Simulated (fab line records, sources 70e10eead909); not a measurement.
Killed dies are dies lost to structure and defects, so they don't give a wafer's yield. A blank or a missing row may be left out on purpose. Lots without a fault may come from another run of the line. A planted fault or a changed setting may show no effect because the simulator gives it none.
fab line records | flow nand_harc
record lots=15 wafers=45 last_day=24
route steps=1159 shown A_ZERO_WELL@405 A_SOURCE_PLATE@416 A_ONON_D1@440
lots that met no fault: from a run of the same line without faults
start_h: hours from the record's first day to the start of the lot's first wafer shown | wait_h: hours since the lot's step before | " the same as in the row above | L1.1+2: a row that stands for several wafers | - no value, or no start given | * or withheld: withheld | < > ~ a bound
route shown NAME@n: a module of which the file shows steps, and the number in the route of the first | usual: mean/standard deviation of fault-free wafers | same: alike in all rows | chamber/n: place in a boat | sites: the reading at each site | _std_site: their standard deviation | _edge_site: outer sites' mean less inner sites' | radius_mm: how far each site lies from the wafer's centre | mask NAME#n: copy n | behind: the tool/chamber that last shaped the wafer | hold: why the lot was held/for how many hours/how that ended | device: the transistor (n, p or np) that didn't switch | end of line: the same wafers' tests at the end of the route | a step without rows: its recipe alone | killed: dies lost to structure and defects at the first sort, not the wafer's yield | map: a wafer's dies, x killed, . not, _ none there
set.NAME: the setting as run; set.NAME@STEP: as run at that earlier step | model.NAME: the simulator's own value behind a step, which no gauge read
steps of the route over a sample of lots; a table a step, a row a wafer
services: from which hour (start_h, from the record's first day; less than 0 if before it) a tool's chamber was out of use, for how many hours, and why
## steps
# step NHARC_A_ZERO_WELL_ETCH_13
# recipe target_depth_a=1200 time_s=40.1 hbr_flow_sccm=150 cl2_flow_sccm=50 rf_w=400 icp_w=400 bias_w=100 chemistry=HBr/Cl2
# usual drypump_motor_current_A=5.7/0.55 oes_product_au=1.001/0.0084 throttle_valve_pct=26.406/0.0096
# columns lot.wafer tool chamber start_h wait_h drypump_motor_current_A oes_product_au rf_hours_counter_h throttle_valve_pct
L636.1 rie_si-06 2 128.36 - 6.5 0.996 0.8 26.411
L636.6 " 1 " " 5.3 0.994 - 26.413
L636.5 " 2 " " 6.5 1.004 - 26.413
L639.1 rie_si-05 2 151.95 - 5.4 0.997 0.5 26.414
L639.5 " 2 " " 5.4 0.990 - 26.428
L639.6 " 3 " " 4.9 0.992 - 26.396
L638.4 rie_si-05 0 152.75 - 6.6 1.006 0.6 26.406
L638.2 " 3 " " 4.9 1.008 0.5 26.406
L638.6 " 0 " " 6.6 1.008 - 26.396
L640.1 rie_si-06 3 161.62 - 6.2 0.997 1.3 26.395
L640.2 " 0 " " 6.3 1.030 1.1 26.405
L640.6 " 3 " " 6.2 0.991 - 26.402
L641.2 rie_si-01 2 162.49 - 5.2 1.002 0.1 26.390
L641.3 " 3 " " 5.0 0.992 0.2 26.419
L641.1 " 0 " " 5.9 0.995 0.2 26.410
L642.2 rie_si-05 0 181.93 - 6.6 0.998 0.8 26.409
L642.5 " 3 " " 4.9 0.996 - 26.407
L642.6 " 0 " " 6.6 1.014 - 26.410
L645.4 rie_si-01 1 190.64 - 6.2 1.016 0.4 26.403
L645.5 " 2 " " 5.2 1.002 - 26.409
L645.6 " 3 " " 5.0 0.999 - 26.409
L648.2 rie_si-01 1 209.41 - 6.2 1.023 0.4 26.396
L648.5 " 1 " " 6.2 1.018 - 26.422
L648.6 " 2 " " 5.3 1.002 - 26.408
L653.3 rie_si-06 2 232.70 - 6.5 1.014 0.1 26.411
L653.1 " 3 " " 6.2 1.011 0.3 26.390
L653.6 " 1 " " 5.3 1.012 - 26.416
L655.2 rie_si-06 1 251.96 - 5.3 1.012 0.6 26.400
L655.4 " 2 " " 6.5 1.000 0.3 26.425
L655.1 " 0 " " 6.3 1.006 0.5 26.406
L657.1 rie_si-05 0 253.20 - 6.6 1.002 0.0 26.404
L657.6 " 0 " " 6.6 1.006 - 26.399
L657.5 " 1 " " 5.6 1.006 - 26.408
L654.1 rie_si-01 1 253.54 - 6.2 1.005 0.8 26.408
L654.5 " 1 " " 6.2 1.017 - 26.407
L654.6 " 2 " " 5.2 1.002 - 26.410
L656.2 rie_si-06 2 256.38 - 6.5 0.999 0.3 26.415
L656.3 " 3 " " 6.2 0.993 0.5 26.390
L656.6 " 2 " " 6.5 1.007 - 26.412
L658.3 rie_si-01 2 262.86 - 5.2 1.005 0.7 26.405
L658.4 " 3 " " 5.0 0.991 0.8 26.417
L658.6 " 1 " " 6.2 1.009 - 26.420
L659.3 rie_si-05 0 263.86 - 6.6 0.995 0.2 26.395
L659.5 " 1 " " 5.7 1.001 - 26.405
L659.6 " 2 " " 5.4 0.987 - 26.396
# step NHARC_A_SOURCE_PLATE_THK_MEAS_09
# recipe thk_meas_gauge=ellipsometry
# usual thk_nm=9.8/0.97
# columns lot.wafer tool chamber start_h wait_h thk_nm
L636.1 film_metro-02 - 136.93 0.4 10.7
L636.5 " - " " 9.5
L636.6 " - " " 11.6
L639.1 film_metro-01 - 161.24 0.4 9.3
L639.5 " - " " 9.7
L639.6 " - " " 8.4
L638.2 film_metro-02 - 161.24 0.4 10.3
L638.4 " - " " 8.2
L638.6 " - " " 10.6
L640.1 film_metro-02 - 170.15 0.4 11.2
L640.2 " - " " 9.6
L640.6 " - " " 9.3
L641.1 film_metro-01 - 170.16 0.4 8.9
L641.2 " - " " 9.5
L641.3 " - " " 9.6
L642.2 film_metro-02 - 190.22 0.4 11.5
L642.5 " - " " 10.7
L642.6 " - " " 9.9
L645.4 film_metro-01 - 199.38 0.4 9.7
L645.5 " - " " 11.1
L645.6 " - " " 9.8
L648.2 film_metro-01 - 216.85 0.4 9.7
L648.5 " - " " 10.6
L648.6 " - " " 9.5
L653.1 film_metro-01 - 241.21 0.4 8.9
L653.3 " - " " 10.4
L653.6 " - " " 10.9
L655.1 film_metro-01 - 260.49 0.4 10.2
L655.2 " - " " 8.9
L655.4 " - " " 9.4
L657.1 film_metro-02 - 260.49 0.4 9.8
L657.5 " - " " 8.7
L657.6 " - " " 8.1
L654.1 film_metro-01 - 260.49 0.4 10.2
L654.5 " - " " 10.3
L654.6 " - " " 10.0
L656.2 film_metro-02 - 264.98 0.4 9.3
L656.3 " - " " 11.4
L656.6 " - " " 10.3
L658.3 film_metro-01 - 271.33 0.4 9.2
L658.4 " - " " 11.2
L658.6 " - " " 10.4
L659.3 film_metro-02 - 271.33 0.4 10.7
L659.5 " - " " 9.8
L659.6 " - " " 9.1
# step NHARC_A_ONON_D1_DEP_22
# recipe target_thk_a=10000 n2_flow_sccm=2750 n2o_flow_sccm=2000 nh3_flow_sccm=500 sih4_flow_sccm=210 temp_c=400
# columns lot.wafer tool chamber start_h wait_h
L636.1+5+6 pecvd_onon-04 0 161.60 0.1
L638.2+4+6 pecvd_onon-03 0 185.03 0.1
L639.1+5+6 pecvd_onon-02 0 185.18 0.1
L640.1+2+6 pecvd_onon-03 0 193.70 0.1
L641.1+2+3 pecvd_onon-02 0 193.73 0.1
L642.2+5+6 pecvd_onon-02 0 214.62 0.1
L645.4+5+6 pecvd_onon-03 0 225.18 0.2
L648.2+5+6 pecvd_onon-03 0 241.65 0.1
L653.1+3+6 pecvd_onon-02 0 265.05 0.1
L657.1+5+6 pecvd_onon-03 0 284.62 0.1
L655.1+2+4 pecvd_onon-02 0 284.76 0.2
L654.1+5+6 pecvd_onon-04 0 284.77 0.2
L656.2+3+6 pecvd_onon-02 0 288.91 0.1
L659.3+5+6 pecvd_onon-03 0 297.80 0.2
L658.3+4+6 pecvd_onon-04 0 297.80 0.2
# step NHARC_A_ONON_D1_THK_MEAS_24
# recipe thk_meas_gauge=ellipsometry
# usual thk_nm=1001/8.3
# columns lot.wafer tool chamber start_h wait_h thk_nm
L636.1 film_metro-02 - 162.10 - 1007
L636.5 " - " " 1006
L636.6 " - " " 1006
L638.2 film_metro-01 - 185.48 - 999
L638.4 " - " " 1003
L638.6 " - " " 1001
L639.1 film_metro-01 - 185.69 - 1008
L639.5 " - " " 1007
L639.6 " - " " 1008
L640.1 film_metro-02 - 194.23 - 999
L640.2 " - " " 1000
L640.6 " - " " 999
L641.1 film_metro-01 - 194.24 - 1013
L641.2 " - " " 1013
L641.3 " - " " 1010
L642.2 film_metro-02 - 215.08 - 993
L642.5 " - " " 992
L642.6 " - " " 993
L645.4 film_metro-02 - 225.53 - 994
L645.5 " - " " 995
L645.6 " - " " 994
L648.2 film_metro-02 - 242.10 - 991
L648.5 " - " " 992
L648.6 " - " " 992
L653.1 film_metro-01 - 265.56 - 1039
L653.3 " - " " 991
L653.6 " - " " 991
L657.1 film_metro-02 - 285.14 - 999
L657.5 " - " " 1001
L657.6 " - " " 1001
L655.1 film_metro-01 - 285.27 - 1049
L655.2 " - " " 1049
L655.4 " - " " 1050
L654.1 film_metro-01 - 285.28 - 995
L654.5 " - " " 996
L654.6 " - " " 999
L656.2 film_metro-01 - 289.39 - 1055
L656.3 " - " " 1009
L656.6 " - " " 1010
L659.3 film_metro-02 - 298.19 - 1000
L659.5 " - " " 1001
L659.6 " - " " 1002
L658.3 film_metro-01 - 298.20 - 991
L658.4 " - " " 991
L658.6 " - " " 990
# step NHARC_A_ONON_D1_INSPECT_32
# usual raw_defect_count=70/28
# columns lot.wafer tool chamber start_h wait_h raw_defect_count
L636.1 defect_inspect-02 - 163.88 0.0 73
L636.5 " - " " 55
L636.6 " - " " 57
L638.2 defect_inspect-02 - 187.20 0.0 90
L638.4 " - " " 97
L638.6 " - " " 70
L639.1 defect_inspect-01 - 187.46 0.0 90
L639.5 " - " " 92
L639.6 " - " " 145
L640.1 defect_inspect-01 - 195.92 0.0 61
L640.2 " - " " 42
L640.6 " - " " 47
L641.1 defect_inspect-01 - 195.95 0.0 60
L641.2 " - " " 48
L641.3 " - " " 36
L642.2 defect_inspect-01 - 216.87 0.0 46
L642.5 " - " " 82
L642.6 " - " " 59
L645.4 defect_inspect-01 - 227.20 0.0 48
L645.5 " - " " 43
L645.6 " - " " 36
L648.2 defect_inspect-02 - 243.93 0.0 61
L648.5 " - " " 65
L648.6 " - " " 80
L653.1 defect_inspect-01 - 267.28 0.0 38
L653.3 " - " " 51
L653.6 " - " " 30
L657.1 defect_inspect-02 - 286.86 0.0 89
L657.5 " - " " 84
L657.6 " - " " 104
L655.1 defect_inspect-02 - 286.94 0.0 63
L655.2 " - " " 42
L655.4 " - " " 46
L654.1 defect_inspect-01 - 287.11 0.0 56
L654.5 " - " " 67
L654.6 " - " " 57
L656.2 defect_inspect-02 - 291.06 0.0 75
L656.3 " - " " 76
L656.6 " - " " 39
L659.3 defect_inspect-01 - 299.86 0.0 70
L659.5 " - " " 96
L659.6 " - " " 83
L658.3 defect_inspect-01 - 300.13 0.0 77
L658.4 " - " " 47
L658.6 " - " " 81
## services
# columns tool chamber start_h hours kind
pecvd_onon-02 - 111.32 13.0 pm
rie_si-01 - 127.00 9.0 pm
rie_si-01 0 127.00 9.0 vent_cycle
rie_si-01 1 127.00 9.0 vent_cycle
rie_si-01 2 127.00 9.0 vent_cycle
rie_si-01 3 127.00 9.0 vent_cycle
rie_si-01 0 136.00 - clean
rie_si-01 1 136.00 - clean
rie_si-01 2 136.00 - clean
rie_si-01 3 136.00 - clean
pecvd_onon-04 - 150.76 2.5 repair
pecvd_onon-03 - 153.16 13.0 pm
rie_si-06 0 165.18 2.9 repair
rie_si-05 2 171.68 3.2 repair
rie_si-01 - 175.85 0.9 repair
rie_si-06 - 183.00 9.0 pm
rie_si-06 0 183.00 9.0 vent_cycle
rie_si-06 1 183.00 9.0 vent_cycle
rie_si-06 0 195.81 2.2 repair
rie_si-06 2 217.92 12.1 repair
pecvd_onon-04 - 237.00 13.0 pm
rie_si-05 - 239.00 9.0 pm
rie_si-06 3 261.28 7.1 repair
pecvd_onon-02 - 292.32 13.0 pm
## key
first_sign step=NHARC_A_ONON_D1_THK_MEAS_24 reading=thk_nm direction=up sigmas=5.7 usual=1001 struck=1048
effect none on later readings
met_at NHARC_A_ONON_D1_DEP_22
struck_lots L653,L655,L656
struck_wafers L653.1,L655.1,L655.2,L655.4,L656.2
later_rows_left_out L653.1,L655.1,L655.2,L655.4,L656.2
sort_left_out L653.1,L655.1,L655.2,L655.4,L656.2
tester_left_out L653,L655,L656
not_acting_at NHARC_A_ZERO_WELL_ETCH_13,NHARC_A_SOURCE_PLATE_THK_MEAS_09,NHARC_A_ONON_D1_INSPECT_32
onset_between 214.62 265.05
fault kind=process_parameter_drift tool=pecvd_onon-02 chamber=- onset_h=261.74 steps=NHARC_A_ONON_D1_DEP_22 channel=target_thk_a offset=* shape=step end_h=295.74 scope=struck_wafers_only acts_in=* stated=*
# tester_left_out: of these lots the tester's yield and bins aren't shown, on N5 and GAA mostly nor the transistor test; their killed dies are dies lost to structure and defects alone, not to doping, threshold or leakage, so they don't give the yield
# sort_left_out: the simulated sort isn't trusted on such a fault, so these wafers' sort isn't shown, and their yield isn't known
# later_rows_left_out: the simulator's readings of these wafers behind a module that went badly wrong aren't trusted and aren't shown, but for the sort
